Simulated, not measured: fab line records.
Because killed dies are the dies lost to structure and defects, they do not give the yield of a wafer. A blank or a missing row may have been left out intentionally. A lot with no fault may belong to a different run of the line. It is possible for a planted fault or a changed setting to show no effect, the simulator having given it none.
Matching of chambers -- flow n5_finfet -- rie_diel-05 running N5_DUMMY_REMOVAL_HM_STRIP_01: 4 sister chambers
The step strips SiNx in CH3F/O2, stops on poly-Si, target depth 4 nm, time 6.8 s. 24 wafers are shown with their chamber, then 12 later ones without.

## WAFERS WITH THEIR CHAMBER
wafer,chamber,throttle_valve_pct (%),drypump_motor_current_A (A),showerhead_plenum_p_Torr (Torr)
L076.1,0,16.35,5.79,1.99
L076.5,1,16.52,5.13,1.91
L076.6,3,15.86,5.76,1.94
L077.1,1,16.53,5.20,1.91
L077.2,0,16.37,5.77,1.99
L077.5,0,16.36,5.79,1.99
L078.2,0,16.37,5.79,1.99
L078.3,1,16.56,5.19,1.91
L078.6,1,16.54,5.19,1.91
L079.1,2,16.68,5.66,1.98
L079.2,1,16.54,5.18,1.91
L079.3,3,15.89,5.75,1.94
L081.1,1,16.54,5.18,1.91
L081.2,2,16.70,5.66,1.97
L081.4,3,15.88,5.75,1.94
L082.1,1,16.55,5.18,1.91
L082.2,2,16.70,5.64,1.97
L082.5,0,16.38,5.80,1.98
L083.1,1,16.57,5.18,1.91
L083.2,2,16.72,5.65,1.97
L083.5,3,15.90,5.77,1.94
L084.2,1,16.56,5.21,1.91
L084.4,3,15.91,5.75,1.94
L084.6,3,15.91,5.75,1.94

SIGNATURES (means of the wafers above)
reading,chamber 0,chamber 1,chamber 2,chamber 3,scatter within a chamber
throttle_valve_pct,16.3660,16.5456,16.7000,15.8917,0.0162
drypump_motor_current_A,5.7880,5.1822,5.6525,5.7550,0.0159
showerhead_plenum_p_Torr,1.9880,1.9100,1.9725,1.9400,0.00278
Rule: a wafer's distance from a chamber is the root of the sum, over the readings, of the square of ((its reading less the chamber's mean) divided by the reading's scatter). If the next closest chamber is less than 2 further off than the closest, the wafer can't be placed; otherwise it belongs to the closest. The scatter: take each reading less its chamber's mean, square it, sum over the shown wafers, divide by the number of wafers less the number of chambers, and take the root.

## WAFERS WITH NO CHAMBER GIVEN
wafer,throttle_valve_pct (%),drypump_motor_current_A (A),showerhead_plenum_p_Torr (Torr)
L088.1,16.70,5.67,1.97
L088.2,15.92,5.76,1.94
L088.4,16.59,5.18,1.90
L090.1,16.58,5.16,1.90
L090.2,16.74,5.67,1.97
L090.4,16.60,5.16,1.90
L091.1,15.93,5.75,1.94
L091.3,16.41,5.77,1.98
L091.6,16.41,5.78,1.98
L097.1,16.59,5.18,1.90
L097.3,16.44,5.79,1.98
L097.5,16.59,5.15,1.90

## WHICH CHAMBER EACH ONE RAN IN
wafer,from the rows above,in truth
L088.1,2,2
L088.2,3,3
L088.4,1,1
L090.1,1,1
L090.2,2,2
L090.4,1,1
L091.1,3,3
L091.3,0,0
L091.6,0,0
L097.1,1,1
L097.3,0,0
L097.5,1,1
Placed correctly: 12 of 12. Left unplaced by these rows: 0. Placed wrongly: 0.
